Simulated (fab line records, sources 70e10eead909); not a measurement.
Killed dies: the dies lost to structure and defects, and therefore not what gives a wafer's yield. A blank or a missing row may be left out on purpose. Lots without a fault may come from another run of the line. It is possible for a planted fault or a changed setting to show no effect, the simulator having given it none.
What tool caused it? :: flow nand-harc :: at 1 step of a route of 1159, 24 lots with 72 wafers sampled

WHAT THE GAUGES READ, wafer by wafer
NHARC_A_CHANNEL_FILL_D1_INSPECT_13. Usual: raw-defect-count reads 279 (standard deviation 110).
lot: L074
measured: day 11 01:59
on: defect-inspect-02
raw-defect-count: 446 309 180
flag: 

lot: L076
measured: day 11 02:02
on: defect-inspect-01
raw-defect-count: 317 165 153
flag: 

lot: L075
measured: day 11 02:09
on: defect-inspect-02
raw-defect-count: 234 146 167
flag: 

lot: L078
measured: day 11 08:23
on: defect-inspect-02
raw-defect-count: 753 371 395
flag: 

lot: L079
measured: day 11 08:25
on: defect-inspect-01
raw-defect-count: 232 286 381
flag: 

lot: L077
measured: day 11 16:22
on: defect-inspect-02
raw-defect-count: 275 432 232
flag: 

lot: L081
measured: day 12 05:01
on: defect-inspect-02
raw-defect-count: 203 273 125
flag: 

lot: L080
measured: day 12 05:01
on: defect-inspect-02
raw-defect-count: 248 446 238
flag: 

lot: L084
measured: day 12 18:56
on: defect-inspect-02
raw-defect-count: 189 257 97
flag: 

lot: L082
measured: day 12 18:58
on: defect-inspect-02
raw-defect-count: 397 151 215
flag: 

lot: L083
measured: day 12 22:46
on: defect-inspect-02
raw-defect-count: 181 153 285
flag: 

lot: L087
measured: day 14 00:01
on: defect-inspect-01
raw-defect-count: 281 230 304
flag: 

lot: L085
measured: day 14 00:12
on: defect-inspect-01
raw-defect-count: 256 214 220
flag: 

lot: L086
measured: day 14 03:28
on: defect-inspect-01
raw-defect-count: 478 332 406
flag: 

lot: L088
measured: day 14 12:31
on: defect-inspect-01
raw-defect-count: 209 258 222
flag: 

lot: L089
measured: day 14 12:41
on: defect-inspect-02
raw-defect-count: 317 339 368
flag: 

lot: L090
measured: day 14 17:41
on: defect-inspect-01
raw-defect-count: 212 595 245
flag: 

lot: L091
measured: day 14 17:51
on: defect-inspect-02
raw-defect-count: 505 188 257
flag: 

lot: L092
measured: day 15 04:16
on: defect-inspect-01
raw-defect-count: 397 183 164
flag: 

lot: L093
measured: day 15 09:25
on: defect-inspect-01
raw-defect-count: 252 347 227
flag: 

lot: L094
measured: day 15 15:38
on: defect-inspect-01
raw-defect-count: 219 283 364
flag: 

lot: L095
measured: day 15 15:43
on: defect-inspect-01
raw-defect-count: 445 295 267
flag: 

lot: L096
measured: day 16 09:02
on: defect-inspect-02
raw-defect-count: 295 173 163
flag: 

lot: L097
measured: day 16 15:31
on: defect-inspect-01
raw-defect-count: 122 134 136
flag: 

WHICH TOOL RAN EACH LOT (tool, then ch and the chambers of the sampled wafers, then the start)
Before these readings, the record contains no process step.

WHAT THE TOOLS THEMSELVES READ (means of the sampled wafers that have a number; where no wafer has one, the mark that the record gives instead)
The record holds no such reading with a usual standard deviation.

THE ANSWER, worked out from the rows above alone
Rule: take the mean of a lot's wafers that have a number; if it is more than 3 standard deviations from the usual mean, the lot is off. Also off: a lot with no number at a reading for which 4 or more lots have one. Where the step has rows for the other lots, those lots are counted as sound. First the gauges in route order, then the tools' own readings, where a lot's mean is used as printed above. The first step at which some lot is off is used, and at that step the reading that is off furthest; a lot without a number counts as furthest.
Across all readings shown, no lot is off: no conclusion can be drawn from this.

WHAT THE SIMULATOR HAD PUT IN
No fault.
